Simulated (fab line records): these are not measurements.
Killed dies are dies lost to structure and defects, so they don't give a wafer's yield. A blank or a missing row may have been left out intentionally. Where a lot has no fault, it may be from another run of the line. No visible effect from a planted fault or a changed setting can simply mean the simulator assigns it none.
Which tool did it? || flow nand-harc || 39 wafers from 13 lots sampled at 5 of the route's 1159 steps

WHAT THE GAUGES READ, wafer by wafer
NHARC_END_SORT_01.
{"lot": "L996", "measured": "day 19 09:19", "on": "prober-01", "defect-limited-yield (%)": "97.3 96.2 96.5", "killed-at-array": "13 20 17", "killed-at-other": "2 1 1", "killed-at-periphery": "3 5 6", "killed-dies": "18 26 24", "killed-open": "3 8 6", "killed-short": "3 3 1", "sort_bin_2_pct (%)": "1.0 1.3 1.2", "sort_bin_3_pct (%)": "0.30 0 0.30", "sort_bin_4_pct (%)": "1.3 2.5 2.1", "sort-n-pass": "659 651 653", "sort-rim-yield-pct (%)": "93 94 92", "sort-yield-pct (%)": "97.3 96.2 96.5"}
{"lot": "L105", "measured": "day 23 06:07", "on": "prober-02", "defect-limited-yield (%)": "0.1 95.3 95.7", "killed-at-array": "675 28 26", "killed-at-other": "1 0 0", "killed-at-periphery": "0 4 3", "killed-dies": "676 32 29", "killed-open": "0 1 1", "killed-short": "3 2 4", "sort_bin_2_pct (%)": "97.5 1.2 1.3", "sort_bin_3_pct (%)": "0.15 0.15 0.15", "sort_bin_4_pct (%)": "2.2 3.4 2.8", "sort-n-pass": "1 645 648", "sort-rim-yield-pct (%)": "1 94 94", "sort-yield-pct (%)": "0.1 95.3 95.7"}
{"lot": "L109", "measured": "day 22 13:37", "on": "prober-02", "defect-limited-yield (%)": "95.6 95.0 95.4", "killed-at-array": "28 29 26", "killed-at-other": "1 0 0", "killed-at-periphery": "1 5 5", "killed-dies": "30 34 31", "killed-open": "2 3 5", "killed-short": "1 2 2", "sort_bin_2_pct (%)": "1.2 0.9 1.6", "sort_bin_3_pct (%)": "0.30 0.30 0", "sort_bin_4_pct (%)": "3.0 3.8 3.0", "sort-n-pass": "647 643 646", "sort-rim-yield-pct (%)": "95 96 93", "sort-yield-pct (%)": "95.6 95.0 95.4"}
{"lot": "L106", "measured": "day 23 15:31", "on": "prober-02", "defect-limited-yield (%)": "0.1 94.2 94.2", "killed-at-array": "676 36 38", "killed-at-other": "0 0 0", "killed-at-periphery": "0 3 1", "killed-dies": "676 39 39", "killed-open": "3 7 3", "killed-short": "1 1 1", "sort_bin_2_pct (%)": "94.4 2.1 1.3", "sort_bin_3_pct (%)": "0.44 0.59 0.15", "sort_bin_4_pct (%)": "5.0 3.1 4.3", "sort-n-pass": "1 638 638", "sort-rim-yield-pct (%)": "1 90 92", "sort-yield-pct (%)": "0.1 94.2 94.2"}
{"lot": "L111", "measured": "day 23 22:34", "on": "prober-02", "defect-limited-yield (%)": "94.2 94.1 93.2", "killed-at-array": "37 40 39", "killed-at-other": "0 0 0", "killed-at-periphery": "2 0 7", "killed-dies": "39 40 46", "killed-open": "4 1 7", "killed-short": "3 0 0", "sort_bin_2_pct (%)": "2.2 1.8 1.6", "sort_bin_3_pct (%)": "0.44 0.30 0.44", "sort_bin_4_pct (%)": "3.1 3.8 4.7", "sort-n-pass": "638 637 631", "sort-rim-yield-pct (%)": "87 94 88", "sort-yield-pct (%)": "94.2 94.1 93.2"}
{"lot": "L110", "measured": "day 24 05:35", "on": "prober-02", "defect-limited-yield (%)": "95.6 95.7 96.0", "killed-at-array": "22 18 14", "killed-at-other": "1 2 3", "killed-at-periphery": "7 9 10", "killed-dies": "30 29 27", "killed-open": "3 1 2", "killed-short": "3 3 2", "sort_bin_2_pct (%)": "1.0 0.7 1.3", "sort_bin_3_pct (%)": "0.74 0.15 0.15", "sort_bin_4_pct (%)": "2.7 3.4 2.5", "sort-n-pass": "647 648 650", "sort-rim-yield-pct (%)": "95 94 97", "sort-yield-pct (%)": "95.6 95.7 96.0"}

EACH LOT AND THE TOOL THAT RAN IT (in order: tool; ch and the chambers of the sampled wafers; start)
{"lot": "L997", "NHARC_A_M0_DEP_00": "pecvd-02 ch 0,1,2, day 17 14:09", "NHARC_A_BONDPAD_PVD_27": "pvd-sputter-02, day 18 19:38 or earlier", "NHARC_THIN_TSV_PRE_CLEAN_50": "pvd-sputter-01, day 18 19:38 or earlier", "NHARC_THIN_TSV_ANNEAL_52": "rtp-anneal-01 ch 0, day 18 19:38"}
{"lot": "L996", "NHARC_A_M0_DEP_00": "pecvd-01 ch 0,2, day 17 17:25", "NHARC_A_BONDPAD_PVD_27": "pvd-sputter-03, day 18 21:01 or earlier", "NHARC_THIN_TSV_PRE_CLEAN_50": "pvd-sputter-03, day 18 21:01 or earlier", "NHARC_THIN_TSV_ANNEAL_52": "rtp-anneal-02 ch 0, day 18 21:01"}
{"lot": "L998", "NHARC_A_M0_DEP_00": "pecvd-04 ch 0,1,2, day 18 02:55", "NHARC_A_BONDPAD_PVD_27": "pvd-sputter-03, day 19 09:04 or earlier", "NHARC_THIN_TSV_PRE_CLEAN_50": "pvd-sputter-01, day 19 09:04 or earlier", "NHARC_THIN_TSV_ANNEAL_52": "rtp-anneal-02 ch 0, day 19 09:04"}
{"lot": "L100", "NHARC_A_M0_DEP_00": "pecvd-01 ch 1,2, day 18 07:38", "NHARC_A_BONDPAD_PVD_27": "pvd-sputter-03, day 19 13:40 or earlier", "NHARC_THIN_TSV_PRE_CLEAN_50": "pvd-sputter-02, day 19 13:40 or earlier", "NHARC_THIN_TSV_ANNEAL_52": "rtp-anneal-01 ch 0, day 19 13:40"}
{"lot": "L105", "NHARC_A_M0_DEP_00": "pecvd-01 ch 0,1,2, day 20 10:34", "NHARC_A_BONDPAD_PVD_27": "pvd-sputter-01, day 21 19:21 or earlier", "NHARC_THIN_TSV_PRE_CLEAN_50": "pvd-sputter-03, day 21 19:21 or earlier", "NHARC_THIN_TSV_ANNEAL_52": "rtp-anneal-02 ch 0, day 21 19:21"}
{"lot": "L109", "NHARC_A_M0_DEP_00": "pecvd-02 ch 0,2, day 20 11:04", "NHARC_A_BONDPAD_PVD_27": "pvd-sputter-03, day 21 17:58 or earlier", "NHARC_THIN_TSV_PRE_CLEAN_50": "pvd-sputter-03, day 21 17:58 or earlier", "NHARC_THIN_TSV_ANNEAL_52": "rtp-anneal-02 ch 0, day 21 17:58"}
{"lot": "L106", "NHARC_A_M0_DEP_00": "pecvd-01 ch 0,1,2, day 20 11:35", "NHARC_A_BONDPAD_PVD_27": "pvd-sputter-03, day 21 21:56 or earlier", "NHARC_THIN_TSV_PRE_CLEAN_50": "pvd-sputter-01, day 21 21:56 or earlier", "NHARC_THIN_TSV_ANNEAL_52": "rtp-anneal-02 ch 0, day 21 21:56"}
{"lot": "L111", "NHARC_A_M0_DEP_00": "pecvd-02 ch 0,1, day 21 04:17", "NHARC_A_BONDPAD_PVD_27": "pvd-sputter-03, day 22 10:18 or earlier", "NHARC_THIN_TSV_PRE_CLEAN_50": "pvd-sputter-02, day 22 10:18 or earlier", "NHARC_THIN_TSV_ANNEAL_52": "rtp-anneal-02 ch 0, day 22 10:18"}
{"lot": "L110", "NHARC_A_M0_DEP_00": "pecvd-02 ch 1,2, day 21 10:27", "NHARC_A_BONDPAD_PVD_27": "pvd-sputter-02, day 22 19:23 or earlier", "NHARC_THIN_TSV_PRE_CLEAN_50": "pvd-sputter-03, day 22 19:23 or earlier", "NHARC_THIN_TSV_ANNEAL_52": "rtp-anneal-01 ch 0, day 22 19:23"}
{"lot": "L108", "NHARC_A_M0_DEP_00": "pecvd-04 ch 0,1,2, day 21 10:54", "NHARC_A_BONDPAD_PVD_27": "pvd-sputter-03, day 22 22:08 or earlier", "NHARC_THIN_TSV_PRE_CLEAN_50": "pvd-sputter-03, day 22 22:08 or earlier", "NHARC_THIN_TSV_ANNEAL_52": "rtp-anneal-02 ch 0, day 22 22:08"}
{"lot": "L116", "NHARC_A_M0_DEP_00": "pecvd-04 ch 1,2, day 22 14:17", "NHARC_A_BONDPAD_PVD_27": "pvd-sputter-01, day 23 19:56 or earlier", "NHARC_THIN_TSV_PRE_CLEAN_50": "pvd-sputter-01, day 23 19:56 or earlier", "NHARC_THIN_TSV_ANNEAL_52": "rtp-anneal-02 ch 0, day 23 19:56"}
{"lot": "L117", "NHARC_A_M0_DEP_00": "pecvd-01 ch 0,1,2, day 23 02:35", "NHARC_A_BONDPAD_PVD_27": "pvd-sputter-01, day 24 07:31 or earlier", "NHARC_THIN_TSV_PRE_CLEAN_50": "pvd-sputter-01, day 24 07:31 or earlier", "NHARC_THIN_TSV_ANNEAL_52": "rtp-anneal-02 ch 0, day 24 07:31"}
{"lot": "L118", "NHARC_A_M0_DEP_00": "pecvd-01 ch 0,1,2, day 23 08:13", "NHARC_A_BONDPAD_PVD_27": "pvd-sputter-03, day 24 15:37 or earlier", "NHARC_THIN_TSV_PRE_CLEAN_50": "pvd-sputter-02, day 24 15:37 or earlier", "NHARC_THIN_TSV_ANNEAL_52": "rtp-anneal-02 ch 0, day 24 15:37"}
- NHARC_A_M0_DEP_00: deposits SiOC, target thk 150 nm.
- NHARC_A_BONDPAD_PVD_27: deposits Cu, target thk 30 nm, time 20.49 s.
- NHARC_THIN_TSV_PRE_CLEAN_50: time 30 s.
- NHARC_THIN_TSV_ANNEAL_52: time 90 s.

WHAT THE TOOLS THEMSELVES READ (means of the sampled wafers that have a number; where no wafer has one, the mark that the record gives instead)
NHARC_A_BONDPAD_PVD_27.
{"lot": "L997", "tool": "pvd-sputter-02", "throttle-valve-pct (%)": 30.5}
{"lot": "L996", "tool": "pvd-sputter-03", "throttle-valve-pct (%)": 28.9}
{"lot": "L998", "tool": "pvd-sputter-03", "throttle-valve-pct (%)": 29.5}
{"lot": "L100", "tool": "pvd-sputter-03", "throttle-valve-pct (%)": 29.3}
{"lot": "L105", "tool": "pvd-sputter-01", "throttle-valve-pct (%)": 29.6}
{"lot": "L109", "tool": "pvd-sputter-03", "throttle-valve-pct (%)": 29.9}
{"lot": "L106", "tool": "pvd-sputter-03", "throttle-valve-pct (%)": 30.0}
{"lot": "L111", "tool": "pvd-sputter-03", "throttle-valve-pct (%)": 29.8}
{"lot": "L110", "tool": "pvd-sputter-02", "throttle-valve-pct (%)": 30.6}
{"lot": "L108", "tool": "pvd-sputter-03", "throttle-valve-pct (%)": 29.7}
{"lot": "L116", "tool": "pvd-sputter-01", "throttle-valve-pct (%)": 29.9}
{"lot": "L117", "tool": "pvd-sputter-01", "throttle-valve-pct (%)": 29.1}
{"lot": "L118", "tool": "pvd-sputter-03", "throttle-valve-pct (%)": 29.8}

NHARC_THIN_TSV_PRE_CLEAN_50.
{"lot": "L997", "tool": "pvd-sputter-01", "heater-power-w (W)": 413, "susceptor-temp-C (C)": "-"}
{"lot": "L996", "tool": "pvd-sputter-03", "heater-power-w (W)": 451, "susceptor-temp-C (C)": 280.06}
{"lot": "L998", "tool": "pvd-sputter-01", "heater-power-w (W)": 414, "susceptor-temp-C (C)": 280.10}
{"lot": "L100", "tool": "pvd-sputter-02", "heater-power-w (W)": 429, "susceptor-temp-C (C)": 279.91}
{"lot": "L105", "tool": "pvd-sputter-03", "heater-power-w (W)": 438, "susceptor-temp-C (C)": 280.17}
{"lot": "L109", "tool": "pvd-sputter-03", "heater-power-w (W)": 432, "susceptor-temp-C (C)": 280.08}
{"lot": "L106", "tool": "pvd-sputter-01", "heater-power-w (W)": 436, "susceptor-temp-C (C)": 279.94}
{"lot": "L111", "tool": "pvd-sputter-02", "heater-power-w (W)": 352, "susceptor-temp-C (C)": 280.12}
{"lot": "L110", "tool": "pvd-sputter-03", "heater-power-w (W)": 419, "susceptor-temp-C (C)": 280.05}
{"lot": "L108", "tool": "pvd-sputter-03", "heater-power-w (W)": 472, "susceptor-temp-C (C)": 280.08}
{"lot": "L116", "tool": "pvd-sputter-01", "heater-power-w (W)": 422, "susceptor-temp-C (C)": 280.23}
{"lot": "L117", "tool": "pvd-sputter-01", "heater-power-w (W)": 410, "susceptor-temp-C (C)": 279.84}
{"lot": "L118", "tool": "pvd-sputter-02", "heater-power-w (W)": 446, "susceptor-temp-C (C)": 280.04}

NHARC_THIN_TSV_ANNEAL_52.
{"lot": "L997", "tool": "rtp-anneal-01", "wafer_temp_C_max": 225.8}
{"lot": "L996", "tool": "rtp-anneal-02", "wafer_temp_C_max": 226.5}
{"lot": "L998", "tool": "rtp-anneal-02", "wafer_temp_C_max": 226.5}
{"lot": "L100", "tool": "rtp-anneal-01", "wafer_temp_C_max": 226.0}
{"lot": "L105", "tool": "rtp-anneal-02", "wafer_temp_C_max": 226.6}
{"lot": "L109", "tool": "rtp-anneal-02", "wafer_temp_C_max": 226.7}
{"lot": "L106", "tool": "rtp-anneal-02", "wafer_temp_C_max": 226.3}
{"lot": "L111", "tool": "rtp-anneal-02", "wafer_temp_C_max": 226.3}
{"lot": "L110", "tool": "rtp-anneal-01", "wafer_temp_C_max": 225.8}
{"lot": "L108", "tool": "rtp-anneal-02", "wafer_temp_C_max": 226.1}
{"lot": "L116", "tool": "rtp-anneal-02", "wafer_temp_C_max": 227.0}
{"lot": "L117", "tool": "rtp-anneal-02", "wafer_temp_C_max": 226.2}
{"lot": "L118", "tool": "rtp-anneal-02", "wafer_temp_C_max": 226.2}

THE ANSWER, worked out from the rows above alone
Rule: what is usual is taken from the lots themselves. Put in order of their means at a reading, lots are off if they are a third of the lots or fewer, leave a main group of 4 or more, and stand apart from it by a gap of 3 or more times the standard deviation of the main group's means; of several such gaps the widest counts. A main group whose means are all the same, to the digits that the tables above print for the reading, isn't used. A lot without any number at a reading at which 4 lots or more have one is off too. Any other lot the step has rows for is counted as sound. Order of review: gauges by route order, followed by the tools' own readings, for which a lot's mean as printed above is used. The first step at which some lot is off is used, and at that step the reading that is off furthest; a lot without a number counts as furthest.
Off, at NHARC_END_SORT_01 on sort_bin_2_pct: L105, L106. Main group: mean 1.3 %, sd 0.33. Neither off nor sound, because the step has no rows for them: L997, L998, L100, L108, L116, L117, L118.
If a tool, at a process step before that reading, ran all the lots that are off and no sound lot after the first of them, it fits. The gauges at NHARC_END_SORT_01 are tried like those tools. NHARC_A_BONDPAD_PVD_27: start missing for some lots; hours and lot order therefore follow NHARC_THIN_TSV_ANNEAL_52. NHARC_THIN_TSV_PRE_CLEAN_50: start missing for some lots; hours and lot order therefore follow NHARC_THIN_TSV_ANNEAL_52. One fits: NHARC_A_M0_DEP_00 on pecvd-01. Its last sound lot is L996 (day 17 17:25), its first lot that is off L105 (day 20 10:34): a fault that began between those two fits.

WHAT WAS PUT IN BY THE SIMULATOR
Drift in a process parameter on pecvd-01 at NHARC_A_M0_DEP_00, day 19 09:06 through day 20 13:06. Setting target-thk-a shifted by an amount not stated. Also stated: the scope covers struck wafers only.
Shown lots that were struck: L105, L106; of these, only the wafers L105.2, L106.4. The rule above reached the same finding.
